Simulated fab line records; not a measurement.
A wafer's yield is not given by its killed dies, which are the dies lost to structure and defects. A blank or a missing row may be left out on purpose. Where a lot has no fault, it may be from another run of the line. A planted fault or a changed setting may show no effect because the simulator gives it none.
Matching of chambers :: flow n5_finfet :: rie_diel-05 running N5_MOL_CONTACT_COAG_ETCH_106: 4 sister chambers
The step etches SOC in N2/H2, target depth 80 nm, overetch 16 nm, time 120 s. 16 wafers are shown with their chamber, then 8 later ones without.

== WAFERS PAIRED WITH THEIR CHAMBERS ==
wafer: L079.1
chamber: 1
throttle_valve_pct (%): 18.31
showerhead_plenum_p_Torr (Torr): 2.41
oes_product_au (a.u.): 0.61

wafer: L079.3
chamber: 2
throttle_valve_pct (%): 17.37
showerhead_plenum_p_Torr (Torr): 2.59
oes_product_au (a.u.): 0.80

wafer: L079.6
chamber: 2
throttle_valve_pct (%): 17.37
showerhead_plenum_p_Torr (Torr): 2.59
oes_product_au (a.u.): 0.81

wafer: L081.2
chamber: 2
throttle_valve_pct (%): 17.36
showerhead_plenum_p_Torr (Torr): 2.59
oes_product_au (a.u.): 0.80

wafer: L081.3
chamber: 0
throttle_valve_pct (%): 18.04
showerhead_plenum_p_Torr (Torr): 2.41
oes_product_au (a.u.): 0.62

wafer: L081.5
chamber: 2
throttle_valve_pct (%): 17.38
showerhead_plenum_p_Torr (Torr): 2.59
oes_product_au (a.u.): 0.80

wafer: L082.1
chamber: 1
throttle_valve_pct (%): 18.31
showerhead_plenum_p_Torr (Torr): 2.41
oes_product_au (a.u.): 0.61

wafer: L082.2
chamber: 2
throttle_valve_pct (%): 17.38
showerhead_plenum_p_Torr (Torr): 2.59
oes_product_au (a.u.): 0.79

wafer: L082.3
chamber: 0
throttle_valve_pct (%): 18.06
showerhead_plenum_p_Torr (Torr): 2.41
oes_product_au (a.u.): 0.62

wafer: L084.2
chamber: 1
throttle_valve_pct (%): 18.32
showerhead_plenum_p_Torr (Torr): 2.40
oes_product_au (a.u.): 0.61

wafer: L084.3
chamber: 2
throttle_valve_pct (%): 17.39
showerhead_plenum_p_Torr (Torr): 2.58
oes_product_au (a.u.): 0.79

wafer: L084.5
chamber: 1
throttle_valve_pct (%): 18.31
showerhead_plenum_p_Torr (Torr): 2.41
oes_product_au (a.u.): 0.61

wafer: L087.1
chamber: 2
throttle_valve_pct (%): 17.39
showerhead_plenum_p_Torr (Torr): 2.58
oes_product_au (a.u.): 0.78

wafer: L087.3
chamber: 3
throttle_valve_pct (%): 17.69
showerhead_plenum_p_Torr (Torr): 2.62
oes_product_au (a.u.): 0.85

wafer: L087.6
chamber: 0
throttle_valve_pct (%): 18.06
showerhead_plenum_p_Torr (Torr): 2.40
oes_product_au (a.u.): 0.61

wafer: L092.2
chamber: 3
throttle_valve_pct (%): 17.70
showerhead_plenum_p_Torr (Torr): 2.61
oes_product_au (a.u.): 0.82

SIGNATURES, as means of the wafers listed above
reading: throttle_valve_pct
chamber 0: 18.0533
chamber 1: 18.3125
chamber 2: 17.3771
chamber 3: 17.6950
scatter within a chamber: 0.00972

reading: showerhead_plenum_p_Torr
chamber 0: 2.4067
chamber 1: 2.4075
chamber 2: 2.5871
chamber 3: 2.6150
scatter within a chamber: 0.00528

reading: oes_product_au
chamber 0: 0.6167
chamber 1: 0.6100
chamber 2: 0.7957
chamber 3: 0.8350
scatter within a chamber: 0.00952
Rule: for a wafer and a chamber, the distance is found by dividing, reading by reading, the gap between the wafer's reading and the chamber's mean by the reading's scatter, squaring, summing and taking the root. The wafer belongs to the nearest chamber; if the next one is less than 2 further off, it can't be placed. How the scatter is found: for the shown wafers, subtract from each reading the mean of its chamber, square and add these, divide the total by (wafers less chambers), then take the root.

== WAFERS WITH NO CHAMBER GIVEN ==
wafer: L092.5
throttle_valve_pct (%): 17.93
showerhead_plenum_p_Torr (Torr): 2.72
oes_product_au (a.u.): 0.85

wafer: L092.6
throttle_valve_pct (%): 17.41
showerhead_plenum_p_Torr (Torr): 2.58
oes_product_au (a.u.): 0.76

wafer: L094.1
throttle_valve_pct (%): 17.70
showerhead_plenum_p_Torr (Torr): 2.61
oes_product_au (a.u.): 0.81

wafer: L094.4
throttle_valve_pct (%): 17.42
showerhead_plenum_p_Torr (Torr): 2.57
oes_product_au (a.u.): 0.75

wafer: L094.6
throttle_valve_pct (%): 17.94
showerhead_plenum_p_Torr (Torr): 2.72
oes_product_au (a.u.): 0.83

wafer: L095.1
throttle_valve_pct (%): 17.73
showerhead_plenum_p_Torr (Torr): 2.61
oes_product_au (a.u.): 0.81

wafer: L095.3
throttle_valve_pct (%): 17.44
showerhead_plenum_p_Torr (Torr): 2.57
oes_product_au (a.u.): 0.75

wafer: L095.4
throttle_valve_pct (%): 17.94
showerhead_plenum_p_Torr (Torr): 2.72
oes_product_au (a.u.): 0.83

== WHICH CHAMBER EACH ONE RAN IN ==
wafer: L092.5
from the rows above: 3
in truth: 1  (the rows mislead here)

wafer: L092.6
from the rows above: 2
in truth: 2

wafer: L094.1
from the rows above: 3
in truth: 3

wafer: L094.4
from the rows above: 2
in truth: 2

wafer: L094.6
from the rows above: 3
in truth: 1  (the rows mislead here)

wafer: L095.1
from the rows above: 3
in truth: 3

wafer: L095.3
from the rows above: 2
in truth: 2

wafer: L095.4
from the rows above: 3
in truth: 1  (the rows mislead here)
5 of 8 placed correctly. From these rows, 0 cannot be placed. Number placed wrongly: 3.
